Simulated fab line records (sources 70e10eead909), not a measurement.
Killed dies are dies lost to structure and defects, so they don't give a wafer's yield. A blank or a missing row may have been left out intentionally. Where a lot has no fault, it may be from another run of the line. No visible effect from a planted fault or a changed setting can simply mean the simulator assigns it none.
Chamber matching | flow nand harc | 4 sister chambers for NHARC_A_STAIRCASE_TRIM_20 on rie diel-07
The step chemistry O2, time 211.2 s. 4 wafers are shown with their chamber, then 7 later ones without.

## EACH WAFER AND ITS CHAMBER
wafer  | chamber | showerhead plenum p Torr (Torr)
L075.5 | 2       | 3.80
L080.5 | 0       | 3.31
L089.1 | 1       | 3.62
L089.2 | 3       | 3.37

## WAFERS WITHOUT THEIR CHAMBER
wafer  | showerhead plenum p Torr (Torr)
L089.4 | 3.30
L093.4 | 3.61
L093.5 | 3.30
L093.6 | 3.61
L095.1 | 3.60
L095.2 | 3.76
L095.6 | 3.76

## THE CHAMBER EACH PASSED THROUGH
wafer  | from the rows above | in truth
L089.4 | 0                   | 0
L093.4 | 1                   | 1
L093.5 | 0                   | 0
L093.6 | 1                   | 1
L095.1 | 1                   | 1
L095.2 | 2                   | 2
L095.6 | 2                   | 2
7 of 7 placed correctly. From these rows, 0 cannot be placed. Number placed wrongly: 0.
How it was worked out, from the rows above alone: a wafer's distance from a chamber is the root of the sum, over the readings, of the square of ((its reading less the chamber's mean) divided by the reading's scatter). The wafer belongs to the nearest chamber; if the next one is less than 2 further off, it can't be placed. The mean given for a chamber averages the wafers shown for that chamber. The scatter (one wafer shown for each chamber): square how far every hidden wafer sits from the nearest shown wafer, average those squares and take the square root.
